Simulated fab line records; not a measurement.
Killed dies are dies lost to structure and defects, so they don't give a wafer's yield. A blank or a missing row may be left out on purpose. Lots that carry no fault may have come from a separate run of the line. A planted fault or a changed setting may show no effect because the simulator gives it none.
Lot-split experiment || flow n5_finfet || 21 wafers read from 7 lots, route of 1938 steps

## SPLIT DETAILS
At N5_BEOL_M7_DESCUM_33 (chemistry O2, time 7 s), the setting time_s was moved away from the recipe's 7 s on 7 of the 21 wafers read, by -8.0% to +17.0%. This setting was run at the recipe's value on the other wafers.

Split to reading: the file shows no intervening step.

## THE READING
CAR-EUV_of_BEOL_M7_COAT_22.thk_nm (the simulator's own value, which no gauge read), in nm, at N5_BEOL_M7_ETCH_72 (etches underlayer in N2/H2, target depth 6.5 nm, time 5.2 s). The file gives no usual value for it. Across the 14 wafers here that went through the recipe, the average is 20.4 nm and the standard deviation 0.07 nm.

{"wafer": "L078.1", "tool, chamber at the split": "rie_diel-03, 3,0,2", "time_s as run, s": 7, "against the recipe": "recipe", "CAR-EUV_of_BEOL_M7_COAT_22.thk_nm, nm": 20.4, "against lot-mates on the recipe": "-"}
{"wafer": "L078.2", "tool, chamber at the split": "rie_diel-03, 3,0,2", "time_s as run, s": 7, "against the recipe": "recipe", "CAR-EUV_of_BEOL_M7_COAT_22.thk_nm, nm": 20.4, "against lot-mates on the recipe": "-"}
{"wafer": "L078.6", "tool, chamber at the split": "rie_diel-03, 3,0,2", "time_s as run, s": 7, "against the recipe": "recipe", "CAR-EUV_of_BEOL_M7_COAT_22.thk_nm, nm": 20.4, "against lot-mates on the recipe": "-"}
{"wafer": "L077.3", "tool, chamber at the split": "rie_diel-04, 3,1", "time_s as run, s": 7, "against the recipe": "recipe", "CAR-EUV_of_BEOL_M7_COAT_22.thk_nm, nm": 20.4, "against lot-mates on the recipe": "-"}
{"wafer": "L077.5", "tool, chamber at the split": "rie_diel-04, 3,1", "time_s as run, s": 7, "against the recipe": "recipe", "CAR-EUV_of_BEOL_M7_COAT_22.thk_nm, nm": 20.2, "against lot-mates on the recipe": "-"}
{"wafer": "L077.6", "tool, chamber at the split": "rie_diel-04, 2", "time_s as run, s": 6.44, "against the recipe": "-8.0%", "CAR-EUV_of_BEOL_M7_COAT_22.thk_nm, nm": 20.6, "against lot-mates on the recipe": "+0.3"}
{"wafer": "L082.3", "tool, chamber at the split": "rie_diel-04, 1,3", "time_s as run, s": 7, "against the recipe": "recipe", "CAR-EUV_of_BEOL_M7_COAT_22.thk_nm, nm": 20.4, "against lot-mates on the recipe": "-"}
{"wafer": "L082.5", "tool, chamber at the split": "rie_diel-04, 1,3", "time_s as run, s": 7, "against the recipe": "recipe", "CAR-EUV_of_BEOL_M7_COAT_22.thk_nm, nm": 20.4, "against lot-mates on the recipe": "-"}
{"wafer": "L082.4", "tool, chamber at the split": "rie_diel-04, 0", "time_s as run, s": 7.434, "against the recipe": "+6.2%", "CAR-EUV_of_BEOL_M7_COAT_22.thk_nm, nm": 20.2, "against lot-mates on the recipe": -0.2}
{"wafer": "L090.1", "tool, chamber at the split": "rie_diel-04, 2,3", "time_s as run, s": 7, "against the recipe": "recipe", "CAR-EUV_of_BEOL_M7_COAT_22.thk_nm, nm": 20.4, "against lot-mates on the recipe": "-"}
{"wafer": "L090.6", "tool, chamber at the split": "rie_diel-04, 2,3", "time_s as run, s": 7, "against the recipe": "recipe", "CAR-EUV_of_BEOL_M7_COAT_22.thk_nm, nm": 20.4, "against lot-mates on the recipe": "-"}
{"wafer": "L090.3", "tool, chamber at the split": "rie_diel-04, 0", "time_s as run, s": 6.439, "against the recipe": "-8.0%", "CAR-EUV_of_BEOL_M7_COAT_22.thk_nm, nm": 20.8, "against lot-mates on the recipe": "+0.4"}
{"wafer": "L092.1", "tool, chamber at the split": "rie_diel-05, 0,2,0", "time_s as run, s": 7, "against the recipe": "recipe", "CAR-EUV_of_BEOL_M7_COAT_22.thk_nm, nm": 20.4, "against lot-mates on the recipe": "-"}
{"wafer": "L092.6", "tool, chamber at the split": "rie_diel-05, 0,2,0", "time_s as run, s": 7, "against the recipe": "recipe", "CAR-EUV_of_BEOL_M7_COAT_22.thk_nm, nm": 20.4, "against lot-mates on the recipe": "-"}
{"wafer": "L092.2", "tool, chamber at the split": "rie_diel-05, 0,2,0", "time_s as run, s": 7, "against the recipe": "recipe", "CAR-EUV_of_BEOL_M7_COAT_22.thk_nm, nm": 20.2, "against lot-mates on the recipe": "-"}
{"wafer": "L095.3", "tool, chamber at the split": "rie_diel-03, 1,0", "time_s as run, s": 8.193, "against the recipe": "+17.0%", "CAR-EUV_of_BEOL_M7_COAT_22.thk_nm, nm": 19.8, "against lot-mates on the recipe": -0.6}
{"wafer": "L095.5", "tool, chamber at the split": "rie_diel-03, 1,0", "time_s as run, s": 8.193, "against the recipe": "+17.0%", "CAR-EUV_of_BEOL_M7_COAT_22.thk_nm, nm": 19.8, "against lot-mates on the recipe": -0.6}
{"wafer": "L095.6", "tool, chamber at the split": "rie_diel-03, 1", "time_s as run, s": 7, "against the recipe": "recipe", "CAR-EUV_of_BEOL_M7_COAT_22.thk_nm, nm": 20.4, "against lot-mates on the recipe": "-"}
{"wafer": "L094.3", "tool, chamber at the split": "rie_diel-03, 0,2", "time_s as run, s": 7.449, "against the recipe": "+6.4%", "CAR-EUV_of_BEOL_M7_COAT_22.thk_nm, nm": 20.2, "against lot-mates on the recipe": -0.2}
{"wafer": "L094.4", "tool, chamber at the split": "rie_diel-03, 0,2", "time_s as run, s": 7.449, "against the recipe": "+6.4%", "CAR-EUV_of_BEOL_M7_COAT_22.thk_nm, nm": 20.2, "against lot-mates on the recipe": -0.2}
{"wafer": "L094.6", "tool, chamber at the split": "rie_diel-03, 3", "time_s as run, s": 7, "against the recipe": "recipe", "CAR-EUV_of_BEOL_M7_COAT_22.thk_nm, nm": 20.4, "against lot-mates on the recipe": "-"}
Where a row lists several chambers, the file gives one row for several wafers and doesn't say which wafer went through which chamber.

THE FIT
A straight line over all 21 wafers: CAR-EUV_of_BEOL_M7_COAT_22.thk_nm changes by -0.0343 nm for each +1% of time_s; r = -0.95; the points scatter about the line by 0.072 nm.
The same after taking each lot's own level away (the mean of its wafers on the recipe; 21 wafers): -0.0365 nm for each +1%; r = -0.97; scatter 0.056 nm.
According to that fit, moving time_s by its largest amount changes the reading by 0.62 nm.
Measured against the standard deviation above, the lots' own levels, which go from 20.30 to 20.40 nm, span 1.4 times it.
So the lot-to-lot level changes the slope little: the two slopes agree.
Check: with one of the wafers moved furthest among these (+17.0%) left out of the fit, the line predicts -0.616 nm for it against its lot-mates. Against them it came out at -0.6 nm.

## THE FILE'S OWN FIT
CAR-EUV_of_BEOL_M7_COAT_22.thk_nm changes by -0.0368 nm for each +1% of time_s, r = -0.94.
